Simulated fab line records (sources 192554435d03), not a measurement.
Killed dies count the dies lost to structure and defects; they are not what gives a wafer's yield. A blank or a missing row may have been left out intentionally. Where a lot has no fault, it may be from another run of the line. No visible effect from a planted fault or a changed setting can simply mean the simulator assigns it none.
Matching of chambers | flow n5Finfet | rieDiel-06 running N5_BEOL_M0_SAQP_ETCH_106: 4 sister chambers
The step etches SOC in N2/H2, stops on SiNx, target depth 150 nm. 16 wafers are shown with their chamber, then 8 later ones without.

== WAFERS WITH THEIR CHAMBER ==
wafer  | chamber | drypumpMotorCurrentA (A) | showerheadPlenumPTorr (Torr) | oesProductAu (a.u.)
L074.3 | 3       | 5.2                      | 2.59                         | 0.85
L074.4 | 2       | 6.4                      | 2.45                         | 0.79
L074.5 | 3       | 5.2                      | 2.59                         | 0.85
L083.1 | 0       | 6.4                      | 2.62                         | 0.70
L083.5 | 2       | 6.5                      | 2.44                         | 0.78
L083.6 | 1       | 5.2                      | 2.61                         | 0.68
L084.3 | 2       | 6.4                      | 2.44                         | 0.77
L084.5 | 2       | 6.4                      | 2.44                         | 0.78
L084.6 | 1       | 5.2                      | 2.61                         | 0.68
L085.3 | 3       | 5.2                      | 2.58                         | 0.83
L085.4 | 2       | 6.4                      | 2.44                         | 0.77
L085.6 | 1       | 5.2                      | 2.61                         | 0.67
L086.2 | 3       | 5.2                      | 2.58                         | 0.82
L086.3 | 0       | 6.4                      | 2.62                         | 0.70
L086.6 | 0       | 6.4                      | 2.62                         | 0.70
L089.2 | 0       | 6.4                      | 2.62                         | 0.70

SIGNATURES, as means of the wafers listed above
reading               | chamber 0 | chamber 1 | chamber 2 | chamber 3 | scatter within a chamber
drypumpMotorCurrentA  | 6.400     | 5.200     | 6.420     | 5.200     | 0.0258
showerheadPlenumPTorr | 2.6200    | 2.6100    | 2.4420    | 2.5850    | 0.00387
oesProductAu          | 0.7000    | 0.6767    | 0.7780    | 0.8375    | 0.00923
Rule: a wafer's distance from a chamber is the root of the sum, over the readings, of the square of ((its reading less the chamber's mean) divided by the reading's scatter). The wafer belongs to the nearest chamber; if the next one is less than 2 further off, it can't be placed. The scatter: the root of (the sum of the squares of (reading less its chamber's mean) over the shown wafers, divided by (wafers less chambers)).

== WAFERS WITHOUT THEIR CHAMBER ==
wafer  | drypumpMotorCurrentA (A) | showerheadPlenumPTorr (Torr) | oesProductAu (a.u.)
L089.4 | 6.4                      | 2.44                         | 0.77
L089.5 | 5.2                      | 2.58                         | 0.81
L093.3 | 6.4                      | 2.61                         | 0.69
L093.5 | 5.2                      | 2.58                         | 0.80
L093.6 | 6.4                      | 2.43                         | 0.75
L095.1 | 6.4                      | 2.43                         | 0.75
L095.4 | 6.5                      | 2.61                         | 0.69
L095.6 | 6.4                      | 2.61                         | 0.69

== CHAMBER TAKEN BY EACH ==
wafer  | from the rows above | in truth
L089.4 | 2                   | 2
L089.5 | 3                   | 3
L093.3 | 0                   | 0
L093.5 | 3                   | 3
L093.6 | 2                   | 2
L095.1 | 2                   | 2
L095.4 | 0                   | 0
L095.6 | 0                   | 0
Correctly placed: 8 of 8. Left unplaced by these rows: 0. 0 placed wrongly.
